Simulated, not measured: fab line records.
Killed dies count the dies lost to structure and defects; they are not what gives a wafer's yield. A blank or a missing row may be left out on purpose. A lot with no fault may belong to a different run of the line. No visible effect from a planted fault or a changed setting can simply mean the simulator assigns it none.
Code-filled problem report in 8D (eight disciplines) form :: flow n5-finfet :: the parts of the form that need people (team, actions taken, sign-off) are left out

1. PROBLEM STATEMENT
Mean of spin-speed-rpm at N5_BEOL_M5_COAT_71: 1663.1 rpm across 6 wafers in 2 lots; on wafers with no fault it is 1499.9 rpm (standard deviation 0.91). That is +99 or more standard deviations from the usual mean.
The step: time 60 s, resist thk 5 nm.
First seen on wafer L649.3, day 10 20:41, on litho-track-05. The record has a number at this step for 12 wafers belonging to 4 lots. Rule for "out" (also "out of limits"): further than 4 standard deviations from the usual mean. All remaining wafers that have a number are taken as sound.

2. WHAT IT IS, AND WHAT IT ISN'T
question: which readings at this step
is: spin-speed-rpm
is not: -

question: which lots
is: L649, L650
is not: L645, L658

question: which wafers of those lots
is: all that have a number
is not: -

question: read on which tools
is: litho-track-05
is not: litho-track-01

question: when
is: from day 10 20:41
is not: up to then (3 sound wafers); but 3 sound wafers of L658 came after

3. SUSPECTS, AND WHAT RULES EACH OUT
Counting: any tool at a process step up to the reading is kept as a suspect provided that every lot that is out went through it and no sound lot did after the first of them.
- litho-track-05 at N5_BEOL_M5_COAT_71 (time 60 s, resist thk 5 nm): kept. It processed each lot that is out, first L649 at day 10 20:41, and no sound lot thereafter; up to then, the last sound lot it processed was L645 at day 10 02:33. On those wafers its own readings are out: spin-speed-rpm.
Left after counting: litho-track-05 at N5_BEOL_M5_COAT_71.

4. THE CAUSE (what the simulator had put in)
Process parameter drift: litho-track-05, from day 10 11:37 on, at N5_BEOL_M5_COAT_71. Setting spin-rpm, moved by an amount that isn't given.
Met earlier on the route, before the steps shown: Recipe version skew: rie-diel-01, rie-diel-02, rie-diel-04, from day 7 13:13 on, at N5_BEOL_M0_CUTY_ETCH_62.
The count eliminated every tool but this one.

5. SEQUENCE OF EFFECTS, ordered by route
One row per reading whose mean, taken over the struck wafers that have a number, lies over 3 standard deviations from the usual. Only readings whose record carries a usual standard deviation are examined. hours: median over the lots of the time between each lot's start at the first step of this table that gives one and its start at this step. sigmas: the change, counted in usual standard deviations.
hours: 0
step: N5_BEOL_M5_COAT_71
reading: spin-speed-rpm
usual: 1499.9 rpm
on struck wafers: 1663.1
change: +163.2
sigmas: +99 or more
Process steps it contains:
- N5_BEOL_M5_COAT_71: time 60 s, resist thk 5 nm.

6. HOW IT WOULD HAVE BEEN CAUGHT EARLIER
The fault began at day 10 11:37; the first out-of-limits reading in this record came at day 10 20:41, 9 hours later.
